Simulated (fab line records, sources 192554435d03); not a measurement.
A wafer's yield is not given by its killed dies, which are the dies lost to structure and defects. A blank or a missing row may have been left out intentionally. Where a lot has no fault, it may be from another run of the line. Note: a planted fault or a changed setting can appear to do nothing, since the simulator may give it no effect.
fab line records    flow n5-finfet
record: lots: 4  wafers: 12  last-day: 17
route steps=1938 shown FIN_CUT@161 BEOL_M4@1111 PASSIVATION@1936
lots untouched by any fault: they come from a run of this same line in which no faults occurred
start-h: hours from the record's opening day to when the first of the lot's shown wafers began    wait-h: hours from the lot's prior step to this one    " unchanged from the row above    L1.1+2: a row that stands for several wafers    - either no value or no given start    * or withheld: withheld    < > ~ a bound
route shown NAME@n: a module of which the file shows steps, and the number in the route of the first    usual: mean/standard deviation taken from wafers without a fault    same: alike in all rows    chamber/n: place in a boat    sites: each site's reading    _std_site: standard deviation of those values    _edge_site: inner sites' mean taken away from outer sites' mean    radius-mm: for every site, how far away it sits from the centre of the wafer    mask NAME#n: copy n    behind: tool/chamber where the wafer was last shaped    hold: why the lot went on hold/how many hours it stayed there/how the hold came to an end    device: names the non-switching transistor (n, p or np)    end of line: tests of these same wafers at the route's end    a step with no rows: only its recipe    killed: dies that structure and defects cost at the first sort, which is not the same as the wafer's yield    map: per-die view of a wafer (x killed, . not killed, _ where there is no die)
set.NAME: the run value of the setting; set.NAME@STEP: its run value at that earlier step    model.NAME: the simulator's own value behind a step, which no gauge read
certain route steps with their lots: each step a table, each wafer a row
services: a tool's chamber out of use, with start hour (start-h, from the record's first day; less than 0 if before it), hours out, and reason
== steps ==
step: N5_FIN_CUT_PEB_06
recipe: peb-temp-c: 100  peb-time-s: 60  resist: CAR-EUV
step: N5_FIN_CUT_DEVELOP_07
recipe: develop-time-s: 30  developer: TMAH  resist: CAR-EUV  rinse-liquid: surfactant-rinse  dry: air-spin  dev-temp-c: 23
step: N5_FIN_CUT_DESCUM_13
recipe: chemistry: O2  time-s: 7  source-power-w: 50  bias-power-w: 20  pressure-mtorr: 20  rf-frequency-hz: 2.712e+07  temp-c: 40  resist: CAR-EUV  o2-flow-sccm: 225
step: N5_FIN_CUT_ETCH_30
recipe: chemistry: N2/H2  target: underlayer  target-depth-a: 130  mask-material: CAR-EUV  time-s: 10.4  ion-energy-ev: 200  pressure-mtorr: 30  source-w: 840  bias-w: 150  n2-flow-sccm: 200  h2-flow-sccm: 200  ends: cleared
step: N5_FIN_CUT_ETCH_20
recipe: chemistry: CF4  target: SiARC  target-depth-a: 260  mask-material: CAR-EUV  time-s: 43.3  ion-energy-ev: 80  pressure-mtorr: 40  source-w: 545  bias-w: 36  Ar_flow_sccm: 100  cf4-flow-sccm: 100  ends: cleared
step: N5_FIN_CUT_ETCH_21
recipe: chemistry: N2/H2  target: SOC  target-depth-a: 2190  overetch-a: 438  mask-material: SiARC  temp-c: 40  ion-energy-ev: 100  bias-w: 61  time-s: 523.5  pressure-mtorr: 30  source-w: 850  n2-flow-sccm: 200  h2-flow-sccm: 200
step: N5_FIN_CUT_STRIP_23
recipe: chemistry: N2/H2  temp-c: 40  n2-flow-sccm: 200  h2-flow-sccm: 200  rf-frequency-hz: 6e+07
step: N5_FIN_CUT_STRIP_31
recipe: chemistry: N2/H2  temp-c: 40  n2-flow-sccm: 200  h2-flow-sccm: 200  rf-frequency-hz: 6e+07
step: N5_FIN_CUT_STRIP_24
recipe: chemistry: CF4  resist: SiARC  power-w: 300  bias-power-w: 75  pressure-mtorr: 50  cf4-flow-sccm: 150  rf-frequency-hz: 6e+07
step: N5_FIN_CUT_CUT_ETCH_26
recipe: chemistry: CH3F/O2  target: SiNx  target-depth-a: 390  mask-material: SOC  time-s: 55.7  pressure-mtorr: 30  source-w: 395  bias-w: 73  Ar_flow_sccm: 150  CH3F_flow_sccm: 30  O2_flow_sccm: 20  ion-energy-ev: 120
usual: drypump-motor-current-A: 5.5/0.38  oes_f_703_au: 0.80/0.093  oes-product-au: 0.80/0.094  rf-fwd-power-W: 391.4/1.5  rf-vpp-V: 303/8.5  showerhead-plenum-p-Torr: 2.02/0.063  throttle-valve-pct: 16.37/0.2
lot.wafer  tool         chamber  start-h  wait-h  drypump-motor-current-A  oes_f_703_au  oes-product-au  rf-fwd-power-W  rf-hours-counter-h  rf-vpp-V  showerhead-plenum-p-Torr  throttle-valve-pct  model.etch.depth-nm  model.SOC_of_FIN_CUT_COAT_18.thk-nm
L396.1     rie-diel-06  0        58.69    0.0     5.6                      0.77          0.76            392.0           121                 295       2.10                      16.41               38.86                211
L396.4     "            2        "        "       6.1                      0.57          0.76            296.4           91                  344       2.00                      16.17               35.41                213
L396.5     "            3        "        "       5.2                      0.90          0.93            388.2           -                   316       2.13                      16.03               38.7                 211
L399.2     rie-diel-06  1        77.32    0.0     5.4                      0.89          0.90            393.5           34                  300       1.96                      16.50               40.01                211.4
L399.3     "            3        "        "       5.2                      0.89          0.92            387.6           13                  316       2.13                      16.04               39.07                211.6
L399.6     "            2        "        "       6.1                      0.56          0.76            298.5           -                   342       2.00                      16.19               35.52                213.8
L401.1     rie-diel-04  3        87.83    0.0     5.4                      0.76          0.74            392.5           170                 293       2.08                      16.44               39.28                211.6
L401.3     "            0        "        "       5.6                      0.86          0.90            390.7           26                  308       1.98                      16.24               38.51                211.4
L401.6     "            3        "        "       5.4                      0.76          0.74            393.0           -                   293       2.08                      16.45               39.67                211.8
L408.1     rie-diel-02  0        131.45   0.0     4.8                      0.71          0.69            392.0           220                 304       2.00                      16.75               38.06                211.4
L408.3     "            3        "        "       5.7                      0.92          0.92            391.2           26                  298       2.10                      16.38               39.37                211
L408.4     "            0        "        "       4.8                      0.70          0.69            392.5           -                   304       2.00                      16.76               37.78                211.2
step: N5_FIN_CUT_CUT_ETCH_27
recipe: chemistry: CHF3/O2  target: SiO2  target-depth-a: 40  mask-material: SOC  overetch-a: 20  time-s: 4.9  pressure-mtorr: 30  source-w: 650  bias-w: 170  Ar_flow_sccm: 200  CHF3_flow_sccm: 50  O2_flow_sccm: 5  ion-energy-ev: 200
usual: drypump-motor-current-A: 5.5/0.37  oes_f_703_au: 0.80/0.092  oes-product-au: 0.64/0.072  rf-fwd-power-W: 644.5/2.7  rf-vpp-V: 535/15  showerhead-plenum-p-Torr: 2.43/0.076  throttle-valve-pct: 18.85/0.19
lot.wafer  tool         chamber  start-h  wait-h  drypump-motor-current-A  oes_f_703_au  oes-product-au  rf-fwd-power-W  rf-hours-counter-h  rf-vpp-V  showerhead-plenum-p-Torr  throttle-valve-pct  model.SOC_of_FIN_CUT_COAT_18.thk-nm
L396.1     rie-diel-06  0        58.73    0.0     5.6                      0.77          0.61            642.8           121                 518       2.53                      18.88               207.2
L396.4     "            2        "        "       6.1                      0.82          0.63            646.3           91                  531       2.40                      18.61               209
L396.5     "            3        "        "       5.2                      0.91          0.74            644.6           -                   554       2.57                      18.53               207.2
L399.2     rie-diel-06  1        77.36    0.0     5.4                      0.90          0.69            647.2           34                  530       2.36                      18.99               207.4
L399.3     "            3        "        "       5.2                      0.89          0.73            639.7           13                  554       2.57                      18.56               208
L399.6     "            2        "        "       6.1                      0.82          0.64            644.4           -                   530       2.40                      18.62               209.8
L401.1     rie-diel-04  3        87.88    0.0     5.4                      0.75          0.58            645.1           170                 519       2.51                      18.91               207.8
L401.3     "            0        "        "       5.6                      0.87          0.71            644.9           26                  540       2.38                      18.72               207.6
L401.6     "            3        "        "       5.4                      0.75          0.58            644.3           -                   517       2.51                      18.94               208
L408.1     rie-diel-02  0        131.50   0.0     4.8                      0.70          0.57            648.1           220                 535       2.41                      19.26               207.6
L408.3     "            3        "        "       5.7                      0.93          0.72            641.6           26                  524       2.53                      18.85               207
L408.4     "            0        "        "       4.7                      0.70          0.56            648.9           -                   536       2.41                      19.25               207.4
step: N5_FIN_CUT_PRECLEAN_35
recipe: time-s: 13.3  temp-c: 45  pressure-torr: 125  p-hf-torr: 3  p-coreactant-torr: 25  chemistry: vHF
step: N5_BEOL_M4_RC_MEAS_101
usual: DIBL_N: 37.5/2.5  DIBL_P: 38/3.1  IOFF_N: 0.19/0.059  IOFF_P: 0.24/0.061  ION_N: 679/16  ION_P: 465/9.8  SS_N: 72.0/0.8  SS_P: 73.7/0.86  VT_N: 248/4.5  VT_P: -249/3.5
lot.wafer  tool       chamber  start-h  wait-h  DIBL_N[mV/V]  DIBL_P[mV/V]  IOFF_N[nA/um]  IOFF_P[nA/um]  ION_N[uA/um]  ION_P[uA/um]  SS_N[mV/dec]  SS_P[mV/dec]  VT_N[mV]  VT_P[mV]
L396.1     prober-02  0        191.79   0.0     36.9          36            0.16           0.21           679           465           70.7          72.8          249       -249
L396.4     "          0        "        "       33.8          34            0.12           0.18           648           452           70.1          72.9          254       -251
L396.5     "          0        "        "       33.0          32            0.11           0.16           653           453           70.1          72.5          255       -252
L399.2     prober-01  0        237.33   0.3     40.9          42            0.24           0.29           709           475           72.3          74.6          245       -246
L399.3     "          0        "        "       38.2          40            0.16           0.25           674           468           71.6          74.8          251       -248
L399.6     "          0        "        "       38.0          39            0.17           0.25           687           469           71.9          73.7          250       -245
L401.1     prober-01  0        251.41   0.0     34.7          36            0.16           0.24           683           473           71.0          73.0          247       -246
L401.3     "          0        "        "       38.7          41            0.25           0.35           710           487           72.4          74.7          241       -242
L401.6     "          0        "        "       34.1          35            0.15           0.22           683           476           71.6          73.2          248       -249
L408.1     prober-01  0        283.37   0.0     35.7          35            0.14           0.17           655           441           72.7          73.5          254       -254
L408.3     "          0        "        "       36.3          34            0.14           0.16           665           445           72.0          72.8          254       -256
L408.4     "          0        "        "       38.9          38            0.21           0.23           677           451           72.5          74.4          247       -253
step: N5_PASSIVATION_PROBE_49
usual: defect-limited-yield: 91.0/1.4  killed_at_M0_to_M3: 35/10  killed_at_M4_up: 14/5.5  killed-at-contacts: 13/5.6  killed-at-front-end: 41/11  killed-at-other: 4/3.4  killed-dies: 106/16  killed-open: 68/12  killed-short: 35/7.3  sort_bin_5_function: 5.3/0.89  sort_bin_6_memory: 3.4/0.67  sort_bin_8_speed: 0.01/0.11  sort-n-pass: 1070/28  sort-yield-pct: 90.7/2.4
same: gross-dies: 1180  killed-at-back-side: 0  sort_bin_4_leakage[%]: 0
lot.wafer  tool       chamber  start-h  wait-h  defect-limited-yield[%]  killed_at_M0_to_M3  killed_at_M4_up  killed-at-contacts  killed-at-front-end  killed-at-other  killed-dies  killed-open  killed-short  sort_bin_5_function[%]  sort_bin_6_memory[%]  sort_bin_8_speed[%]  sort-n-pass  sort-yield-pct[%]
L396.1     prober-02  -        307.32   0.0     91.2                     8                   14               15                  62                   5                104          70           32            5.1                     3.4                   0                    1076         91.2
L396.4     prober-02  -        307.47   0.2     92.3                     22                  7                18                  42                   2                91           54           28            3.6                     3.1                   0                    1089         92.3
L396.5     prober-02  -        307.52   0.2     93.0                     14                  4                12                  46                   7                83           46           31            4.7                     2.1                   0                    1097         93.0
L399.2     prober-02  -        350.57   0.1     92.5                     34                  11               12                  32                   0                89           57           32            4.8                     2.2                   0                    1091         92.5
L399.3     prober-02  -        350.62   0.1     89.3                     42                  15               4                   60                   5                126          78           46            6.0                     3.7                   0                    1054         89.3
L399.6     prober-02  -        350.77   0.3     88.6                     58                  24               11                  33                   9                135          90           41            6.4                     4.7                   0                    1045         88.6
L401.1     prober-02  -        372.00   0.0     90.3                     29                  31               11                  38                   5                114          72           32            6.3                     3.0                   0                    1066         90.3
L401.3     prober-02  -        372.10   0.1     92.5                     15                  34               12                  24                   3                88           62           25            4.6                     2.8                   0                    1092         92.5
L401.6     prober-02  -        372.25   0.3     90.4                     45                  24               17                  25                   2                113          68           41            5.9                     3.2                   0                    1067         90.4
L408.1     prober-02  -        397.60   0.0     92.5                     19                  6                18                  45                   1                89           57           29            4.8                     2.5                   0.08                 1090         92.4
L408.3     prober-02  -        397.70   0.1     88.4                     56                  19               11                  42                   9                137          94           41            5.9                     5.3                   0                    1043         88.4
L408.4     prober-02  -        397.75   0.2     91.9                     29                  15               12                  38                   1                95           62           33            4.4                     3.2                   0                    1085         91.9
killed by level:class
L396.1 FIN_SAQP:geometric-particle:short=14 STI_FIN_REVEAL:geometric-particle:open=13 MOL_CONTACT_COAG:geometric-particle:open=13 FIN_SAQP:geometric-particle:open=12 BEOL_M4:geometric-particle:open=6 GATE_CUT:geometric-particle:open=5 STARTING-WAFER:geometric-particle:open=5 DUMMY_GATE:geometric-particle:open=3
L396.4 MOL_CONTACT_COAG:geometric-particle:open=15 BEOL_M0_SAQP:geometric-particle:short=8 FIN_SAQP:geometric-particle:short=7 STI_FIN_REVEAL:geometric-particle:open=7 HKMG_FIN:area-etch=7 BEOL_M2:geometric-particle:open=6 GATE_CUT:geometric-particle:open=6 FIN_SAQP:geometric-particle:open=4
L396.5 MOL_CONTACT_COAG:geometric-particle:open=10 FIN_SAQP:geometric-particle:short=8 STI_FIN_REVEAL:geometric-particle:open=8 GATE_CUT:geometric-particle:short=7 FIN_SAQP:geometric-particle:open=6 GATE_CUT:geometric-particle:open=5 BEOL_M2:geometric-particle:short=4 DUMMY_GATE:geometric-particle:open=3
L399.2 BEOL_M1:geometric-particle:open=10 BEOL_M0_SAQP:geometric-particle:short=10 MOL_CONTACT_COAG:geometric-particle:open=9 FIN_SAQP:geometric-particle:short=8 FIN_SAQP:geometric-particle:open=7 STI_FIN_REVEAL:geometric-particle:open=6 BEOL_M0_SAQP:geometric-particle:open=6 BEOL_M2:geometric-particle:open=5
L399.3 STI_FIN_REVEAL:geometric-particle:open=13 BEOL_M1:geometric-particle:open=12 FIN_SAQP:geometric-particle:open=11 FIN_SAQP:geometric-particle:short=11 BEOL_M0_SAQP:geometric-particle:short=10 DUMMY_GATE:geometric-particle:open=6 BEOL_M0_SAQP:geometric-particle:open=6 BEOL_M2:geometric-particle:open=6
L399.6 BEOL_M1:geometric-particle:open=21 MOL_CONTACT_COAG:geometric-particle:open=10 BEOL_M0_SAQP:geometric-particle:open=10 BEOL_M0_SAQP:geometric-particle:short=9 FIN_SAQP:geometric-particle:short=8 BEOL_M1:geometric-particle:short=8 BEOL_M5:geometric-particle:open=7 BEOL_M4:geometric-particle:open=6
L401.1 BEOL_M4:geometric-particle:open=13 FIN_SAQP:geometric-particle:short=8 DUMMY_GATE:geometric-particle:open=8 MOL_CONTACT_COAG:geometric-particle:open=7 BEOL_M0_SAQP:geometric-particle:open=6 STI_FIN_REVEAL:geometric-particle:open=5 ILD0:geometric-particle:short=5 BEOL_M1:geometric-particle:open=5
L401.3 BEOL_M4:geometric-particle:open=12 MOL_CONTACT_COAG:geometric-particle:open=10 DUMMY_GATE:geometric-particle:open=6 BEOL_M7:geometric-particle:open=6 BEOL_M8:geometric-particle:open=5 BEOL_M0_SAQP:geometric-particle:open=5 FIN_SAQP:geometric-particle:open=3 FIN_SAQP:geometric-particle:short=3
L401.6 BEOL_M4:geometric-particle:open=14 MOL_CONTACT_COAG:geometric-particle:open=12 BEOL_M0_SAQP:geometric-particle:short=12 BEOL_M1:geometric-particle:open=9 STI_FIN_REVEAL:geometric-particle:open=7 GATE_CUT:geometric-particle:short=6 MOL_CONTACT_COAG:geometric-particle:short=5 BEOL_M2:geometric-particle:open=5
L408.1 MOL_CONTACT_COAG:geometric-particle:open=13 FIN_SAQP:geometric-particle:open=9 STI_FIN_REVEAL:geometric-particle:open=8 DUMMY_GATE:geometric-particle:open=6 BEOL_M0_SAQP:geometric-particle:short=6 FIN_SAQP:geometric-particle:short=5 GATE_CUT:geometric-particle:short=5 MOL_CONTACT_COAG:geometric-particle:short=4
L408.3 BEOL_M1:geometric-particle:open=12 BEOL_M0_SAQP:geometric-particle:open=10 BEOL_M3:geometric-particle:open=10 FIN_SAQP:geometric-particle:open=9 MOL_CONTACT_COAG:geometric-particle:open=9 BEOL_M2:geometric-particle:open=9 BEOL_M0_SAQP:geometric-particle:short=8 DUMMY_GATE:geometric-particle:open=8
L408.4 BEOL_M0_SAQP:geometric-particle:open=9 BEOL_M0_SAQP:geometric-particle:short=8 GATE_CUT:geometric-particle:short=7 MOL_CONTACT_COAG:geometric-particle:open=7 FIN_SAQP:geometric-particle:open=6 STI_FIN_REVEAL:geometric-particle:open=6 BEOL_M4:geometric-particle:open=6 MOL_CONTACT_COAG:geometric-particle:short=5
== services ==
tool         chamber  start-h  hours  kind
rie-diel-02  3        98.29    13.9   repair
rie-diel-02  -        99.37    0.4    repair
rie-diel-02  2        112.20   -      clean
rie-diel-02  2        112.20   -      consumable-replace:focus-ring
rie-diel-02  2        112.20   20.4   scheduled-down
rie-diel-02  2        112.20   20.4   vent-cycle
rie-diel-04  -        115.63   0.3    repair
== key ==
first-sign: step: N5_FIN_CUT_CUT_ETCH_26  reading: rf-fwd-power-W  direction: down  sigmas: 62  usual: *  struck: *
effect: step: N5_FIN_CUT_CUT_ETCH_26  reading: rf-vpp-V  direction: up  sigmas: 4.6  usual: 303  struck: 343
model-effect: step: N5_FIN_CUT_CUT_ETCH_26  value: etch.depth-nm  without: 39.34  struck: 35.46
model-effect: step: N5_FIN_CUT_CUT_ETCH_27  value: SOC_of_FIN_CUT_COAT_18.thk-nm  without: 207.5  struck: 209.4
met-at N5_FIN_CUT_CUT_ETCH_26
struck-wafers L396.4,L399.6
fault: kind: process-parameter-drift  tool: rie-diel-06  chamber: 2  onset-h: 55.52  steps: N5_FIN_CUT_CUT_ETCH_26  channel: source-w  offset: -94.8  shape: step  acts-in: these-recipes-only  stated: 395
